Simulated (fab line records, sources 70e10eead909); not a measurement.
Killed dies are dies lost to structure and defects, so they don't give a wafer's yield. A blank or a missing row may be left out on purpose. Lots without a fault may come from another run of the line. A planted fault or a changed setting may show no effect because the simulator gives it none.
A struck lot beside a sound one | flow nand_harc | 14 steps out of a route of 1159
Sound: wafers L520.2, L520.3, L520.5. Struck: wafers L524.2, L524.4, L524.5. The cause comes at the end.
At each step with rows: each side's tool, then ch and its chambers, then its first start. Under that, the readings that differ: sound wafers | struck wafers | difference of the means | sigmas: that difference in standard deviations of wafers without a fault.
alike: readings whose means differ by less than 2 such deviations, and words and numbers that are the same on both sides. not compared: withheld readings, readings that some wafer has no value for, bounds like >300 that may hide the same value, and numbers for which the record gives no deviation and whose values overlap.
The two part at a step that has a row with sigmas, a row that says differs or no value, or rows on one side only. Numbers that don't overlap but have no deviation are shown without sigmas and don't part them. A reading that every wafer of one side lacks parts them only if that side has two wafers or more.

NHARC_A_M0_CMP_23: polishes, t overpolish 20 s, target thk 113.75 nm.
  sound on cmp-04 ch 0,2, day 18 07:59; struck on cmp-01 ch 1,3, day 20 21:55
  alike: motor_current_A, time_to_endpoint_s
NHARC_A_M0_THK_MEAS_24: measures by xrf.
  sound on film_metro-02, day 18 08:17; struck on film_metro-01, day 20 22:14
  alike: thk_nm
then, 1 step without rows for these wafers: NHARC_A_M0_SRD_25.
NHARC_A_M0_INSPECT_27:
  sound on defect_inspect-01, day 18 08:26; struck on defect_inspect-02, day 20 22:23
  alike: raw_defect_count
NHARC_A_M0_PRE_CLEAN_31: time 12 s.
  sound on pecvd-04 ch 0,1,2, day 18 08:30; struck on pecvd-02 ch 0,1,2, day 20 22:28
  alike: heater_power_w
NHARC_A_M0_DEP_32: deposits SiCN, target thk 30 nm.
  sound on pecvd-04 ch 0,1,2, day 18 08:35; struck on pecvd-02 ch 0,1,2, day 20 22:32
  alike: chamber_pressure_Torr, heater_power_w, showerhead_vpp_V
then, 5 steps without rows for these wafers: NHARC_A_M1_DEP_00 (deposits SiOC, target thk 182.5 nm); NHARC_A_M1_DEHYDRATE_01 (time 120 s); NHARC_A_M1_HMDS_02 (time 30 s); NHARC_A_M1_COAT_34 (time 65 s); NHARC_A_M1_COAT_03 (resist thk 90 nm).
NHARC_A_M1_SOFTBAKE_04: time 55 s.
  sound on litho_track-01 ch 0, day 18 09:00; struck on litho_track-06 ch 0, day 20 23:00
  reading                  | sound                | struck               | difference | sigmas
  heater_power_total_W (W) | 188.36 188.68 188.43 | 191.91 191.87 192.05 | +3.45      | +27
then, 2 steps without rows for these wafers: NHARC_A_M1_EBR_05; NHARC_END_SORT_01.

WHERE THEY PART
Only at NHARC_A_M1_SOFTBAKE_04, within this record.

WHY: what the simulator had put in
Process parameter drift: litho_track-06, from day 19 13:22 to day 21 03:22, at NHARC_A_M1_SOFTBAKE_04. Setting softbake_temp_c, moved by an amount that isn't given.
